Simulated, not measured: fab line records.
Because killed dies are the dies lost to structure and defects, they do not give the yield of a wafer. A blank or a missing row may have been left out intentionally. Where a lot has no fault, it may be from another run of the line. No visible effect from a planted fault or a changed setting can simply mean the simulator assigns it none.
A single fault, viewed from 2 desks :: flow n5-finfet :: numbers are kept per desk, each desk with only its own; the story behind them comes last

FROM THE METROLOGY DESK
What the gauges read for every lot (on any tool): the sampled wafers with a number, averaged. Marked OUT: a lot whose mean sits more than 4 standard deviations from the usual mean, which makes it out of limits; the brackets give that distance. It has 10 readings; the 7 that lie furthest out on some lot are the ones shown.
Columns: A = DIBL_N at N5_BEOL_M4_RC_MEAS_101, usual 36.3 mV/V; B = DIBL_P at N5_BEOL_M4_RC_MEAS_101, usual 35.7 mV/V; C = IOFF_N at N5_BEOL_M4_RC_MEAS_101, usual 0.155 nA/um; D = IOFF_P at N5_BEOL_M4_RC_MEAS_101, usual 0.204 nA/um; E = ION_N at N5_BEOL_M4_RC_MEAS_101, usual 671 uA/um; F = SS_P at N5_BEOL_M4_RC_MEAS_101, usual 73.1 mV/dec; G = VT_P at N5_BEOL_M4_RC_MEAS_101, usual -251 mV
lot: L735
first seen here: day 11 16:47
A: 35.0
B: 35.9
C: 0.141
D: 0.177
E: 666
F: 72.8
G: -254

lot: L741
first seen here: day 12 10:19
A: 36.2
B: 35.6
C: 0.156
D: 0.208
E: 672
F: 73.2
G: -250

lot: L740
first seen here: day 12 16:26
A: 38.7
B: 37.9
C: 0.179
D: 0.251
E: 678
F: 73.8
G: -248

lot: L742
first seen here: day 12 21:16
A: 36.5
B: 36.7
C: 0.152
D: 0.207
E: 660
F: 72.9
G: -251

lot: L746
first seen here: day 13 19:11
A: 36.0
B: 35.2
C: 0.148
D: 0.183
E: 667
F: 72.3
G: -254
This desk's finding: nothing out of limits on any of the 5 lots.

DESK OF THE TOOL OWNER: rie-diel-03
The tool's own readings at N5_BEOL_M2_ETCH_64 (etches SOC in N2/H2, target depth 75 nm, overetch 22.5 nm, time 121.9 s): means of the sampled wafers that have a number, for each lot that ran on this tool. Marked OUT: a lot whose mean sits more than 4 standard deviations from the usual mean, which makes it out of limits; the brackets give that distance.
Columns: A = drypump-motor-current-A at N5_BEOL_M2_ETCH_64, usual 5.9 A; B = n2-flow-sccm at N5_BEOL_M2_ETCH_64, usual 200.0 sccm; C = oes-product-au at N5_BEOL_M2_ETCH_64, usual 0.59 a.u.; D = rf-vpp-V at N5_BEOL_M2_ETCH_64, usual 524.2 V; E = showerhead-plenum-p-Torr at N5_BEOL_M2_ETCH_64, usual 2.55 Torr; F = throttle-valve-pct at N5_BEOL_M2_ETCH_64, usual 17.71 %
lot: L735
first seen here: day 9 22:23
A: 6.1
B: 200.2
C: 0.62
D: 524.6
E: 2.53
F: 17.51

lot: L741
first seen here: day 10 22:22
A: 6.1
B: 200.1
C: 0.57
D: 522.8
E: 2.50
F: 17.56

lot: L740
first seen here: day 10 23:37
A: 6.1
B: 200.4
C: 0.60
D: 523.5
E: 2.52
F: 17.54

lot: L742
first seen here: day 11 05:04
A: 6.1
B: 199.4
C: 0.59
D: 523.6
E: 2.52
F: 17.54
This desk's finding: nothing out of limits on any of the 4 lots.

ALL TOGETHER
Metrology desk: nothing out of limits seen.
The desk of the tool owner found nothing out of limits.

WHAT THE SIMULATOR HAD PUT IN
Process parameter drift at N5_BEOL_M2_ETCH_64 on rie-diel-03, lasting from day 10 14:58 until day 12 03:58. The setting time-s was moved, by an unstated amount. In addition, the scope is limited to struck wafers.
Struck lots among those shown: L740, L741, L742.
